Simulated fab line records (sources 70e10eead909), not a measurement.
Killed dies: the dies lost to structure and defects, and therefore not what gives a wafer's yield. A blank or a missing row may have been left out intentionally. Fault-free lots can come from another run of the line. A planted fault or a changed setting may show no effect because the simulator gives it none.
Matching of chambers :: flow nand harc :: cmp-02 running NHARC_A_CHANNEL_FILL_D2_CMP_10: 4 sister chambers
The step polishes, target thk 150 nm. 20 wafers are shown with their chamber, then 10 later ones without.

== WAFERS WITH THEIR CHAMBER ==
wafer: L075.1
chamber: 2
motor current A (A): 11.2
time to endpoint s (s): 14.3

wafer: L075.2
chamber: 3
motor current A (A): 12.2
time to endpoint s (s): 11.3

wafer: L075.5
chamber: 2
motor current A (A): 11.1
time to endpoint s (s): 15.8

wafer: L080.3
chamber: 3
motor current A (A): 12.0
time to endpoint s (s): 14.8

wafer: L080.4
chamber: 2
motor current A (A): 10.6
time to endpoint s (s): 17.4

wafer: L080.6
chamber: 0
motor current A (A): 11.6
time to endpoint s (s): 16.7

wafer: L084.1
chamber: 2
motor current A (A): 11.3
time to endpoint s (s): 13.1

wafer: L084.3
chamber: 1
motor current A (A): 14.0
time to endpoint s (s): 15.0

wafer: L084.6
chamber: 1
motor current A (A): 13.6
time to endpoint s (s): 15.8

wafer: L085.1
chamber: 3
motor current A (A): 12.5
time to endpoint s (s): 13.7

wafer: L085.3
chamber: 1
motor current A (A): 13.0
time to endpoint s (s): 17.8

wafer: L085.6
chamber: 2
motor current A (A): 11.6
time to endpoint s (s): 13.6

wafer: L088.2
chamber: 2
motor current A (A): 11.1
time to endpoint s (s): 14.7

wafer: L088.3
chamber: 0
motor current A (A): 10.9
time to endpoint s (s): 16.2

wafer: L088.5
chamber: 2
motor current A (A): 10.9
time to endpoint s (s): 15.3

wafer: L089.2
chamber: 3
motor current A (A): 12.7
time to endpoint s (s): 15.7

wafer: L089.4
chamber: 1
motor current A (A): 13.4
time to endpoint s (s): 18.5

wafer: L089.5
chamber: 2
motor current A (A): 11.1
time to endpoint s (s): 13.3

wafer: L091.1
chamber: 2
motor current A (A): 10.7
time to endpoint s (s): 15.5

wafer: L091.3
chamber: 3
motor current A (A): 12.0
time to endpoint s (s): 14.9

SIGNATURES, as means of the wafers listed above
reading: motor current A
chamber 0: 11.250
chamber 1: 13.500
chamber 2: 11.067
chamber 3: 12.280
scatter within a chamber: 0.344

reading: time to endpoint s
chamber 0: 16.450
chamber 1: 16.775
chamber 2: 14.778
chamber 3: 14.080
scatter within a chamber: 1.48
Rule: for each reading, subtract the chamber's mean from the wafer's reading, divide by that reading's scatter and square the result; add these up over the readings and take the root, which gives the wafer's distance from the chamber. If the next closest chamber is less than 2 further off than the closest, the wafer can't be placed; otherwise it belongs to the closest. The scatter is the square root of a quotient: the sum, over the shown wafers, of each reading's squared deviation from its chamber's mean, divided by wafers minus chambers.

== WAFERS WHOSE CHAMBER IS MISSING ==
wafer: L091.5
motor current A (A): 11.6
time to endpoint s (s): 14.4

wafer: L094.1
motor current A (A): 11.4
time to endpoint s (s): 13.5

wafer: L094.5
motor current A (A): 10.6
time to endpoint s (s): 14.1

wafer: L094.6
motor current A (A): 12.4
time to endpoint s (s): 14.3

wafer: L094.2
motor current A (A): 11.8
time to endpoint s (s): 12.5

wafer: L094.3
motor current A (A): 13.3
time to endpoint s (s): 17.5

wafer: L094.4
motor current A (A): 11.7
time to endpoint s (s): 12.0

wafer: L097.3
motor current A (A): 14.1
time to endpoint s (s): 15.4

wafer: L097.4
motor current A (A): 12.1
time to endpoint s (s): 13.2

wafer: L097.5
motor current A (A): 11.3
time to endpoint s (s): 14.3

== THE CHAMBER EACH PASSED THROUGH ==
wafer: L091.5
from the rows above: can't be placed: 2 or 0 or 3
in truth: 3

wafer: L094.1
from the rows above: can't be placed: 2 or 0 or 3
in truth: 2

wafer: L094.5
from the rows above: can't be placed: 2 or 0
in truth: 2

wafer: L094.6
from the rows above: 3
in truth: 3

wafer: L094.2
from the rows above: can't be placed: 3 or 2 or 0
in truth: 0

wafer: L094.3
from the rows above: 1
in truth: 1

wafer: L094.4
from the rows above: can't be placed: 3 or 2 or 0
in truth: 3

wafer: L097.3
from the rows above: 1
in truth: 1

wafer: L097.4
from the rows above: 3
in truth: 3

wafer: L097.5
from the rows above: can't be placed: 2 or 0
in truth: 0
4 of 10 placed correctly. Unplaceable from these rows: 6, with the true chamber sitting among the candidates in 6. Number placed wrongly: 0.
